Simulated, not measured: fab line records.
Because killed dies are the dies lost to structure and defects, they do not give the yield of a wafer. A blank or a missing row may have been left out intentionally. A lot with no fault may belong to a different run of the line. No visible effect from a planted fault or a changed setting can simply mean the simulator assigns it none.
A single fault, viewed from 3 desks -- flow n5-finfet -- every desk sees just its own numbers, and what lay behind them comes last

== THE TOOL OWNER'S DESK: cmp-02 ==
The tool's own readings at N5_BEOL_M0_CMP_120 (polishes, stops on SiOC, t overpolish 6.9 s): means of the sampled wafers that have a number, for each lot that ran on this tool. A lot is out of limits, marked OUT, if its mean lies more than 4 standard deviations from the usual mean; the brackets give that distance.
Columns: A = barrier-field-endpoint-s at N5_BEOL_M0_CMP_120, usual 3.64 s; B = clearing-platen-rpm at N5_BEOL_M0_CMP_120, usual 50.001 rpm; C = motor-current-A at N5_BEOL_M0_CMP_120, usual 6.3 A; D = overpolish-run-s at N5_BEOL_M0_CMP_120, usual 6.900 s; E = time-to-endpoint-s at N5_BEOL_M0_CMP_120, usual 63 s
lot,first seen here,A,B,C,D,E
L418,day 8 13:25,3.80,49.996,6.1,6.892,68
L428,day 11 02:08,7.40 (+25) OUT,49.981,6.7,6.902,80 (+4.9) OUT
L431,day 11 15:06,5.41 (+12) OUT,50.032,6.6,6.896,72
This desk finds L428, L431 out of limits, L428 being first, at day 11 02:08 (barrier-field-endpoint-s at N5_BEOL_M0_CMP_120). Within limits: L418.

== THE DEFECT DESK ==
Inspection counts along the route, by lot: the mean over sampled wafers that carry a number. A lot is out of limits, marked OUT, if its mean lies more than 4 standard deviations from the usual mean; the brackets give that distance.
Columns: A = raw-defect-count at N5_BEOL_M0_INSPECT_127, usual 71
lot,first seen here,A
L414,day 7 16:48,81
L418,day 8 14:00,79
L428,day 11 02:43,3549 (+99 or more) OUT
L431,day 11 15:41,1822 (+67) OUT
This desk finds L428, L431 out of limits, L428 being first, at day 11 02:43 (raw-defect-count at N5_BEOL_M0_INSPECT_127). Within limits: L414, L418.

== AT THE METROLOGY DESK ==
Means of the sampled wafers that have a number, per lot and without regard to the tool the lot ran on: this is what the gauges read. A lot is out of limits, marked OUT, if its mean lies more than 4 standard deviations from the usual mean; the brackets give that distance. Only the readings that lie furthest out on some lot appear, 7 of the 10 it has.
Columns: A = DIBL_N at N5_BEOL_M4_RC_MEAS_101, usual 36.4 mV/V; B = DIBL_P at N5_BEOL_M4_RC_MEAS_101, usual 36.3 mV/V; C = IOFF_P at N5_BEOL_M4_RC_MEAS_101, usual 0.23 nA/um; D = ION_N at N5_BEOL_M4_RC_MEAS_101, usual 674 uA/um; E = ION_P at N5_BEOL_M4_RC_MEAS_101, usual 464 uA/um; F = SS_P at N5_BEOL_M4_RC_MEAS_101, usual 73.3 mV/dec; G = VT_P at N5_BEOL_M4_RC_MEAS_101, usual -249 mV
lot,first seen here,A,B,C,D,E,F,G
L414,day 11 09:08,36.7,35.3,0.20,673,454,73.3,-252
L418,day 12 07:59,37.4,38.6,0.24,677,464,73.7,-250
L431,day 15 13:37,37.3,37.8,0.24,683,472,73.3,-249
This desk's finding: nothing out of limits on any of the 3 lots.

== BROUGHT TOGETHER ==
At day 11 02:08, on L428, L431, the tool owner's desk was in a position to raise an alarm.
The defect desk could have raised an alarm at day 11 02:43, on L428, L431.
Metrology desk: nothing out of limits seen.
The metrology desk holds a record of L431, inside its limits.
The metrology desk has no number on record for L428.
The lots listed all ran N5_BEOL_M0_CMP_120 on cmp-02.

== WHAT THE SIMULATOR HAD INSERTED ==
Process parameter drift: cmp-02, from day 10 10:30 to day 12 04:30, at N5_BEOL_M0_CMP_120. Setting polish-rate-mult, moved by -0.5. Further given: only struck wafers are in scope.
Lots struck among those shown: L428, L431.
Hours from the fault's start to each desk's first reading out of limits: the tool owner's desk, 16; the defect desk, 16.
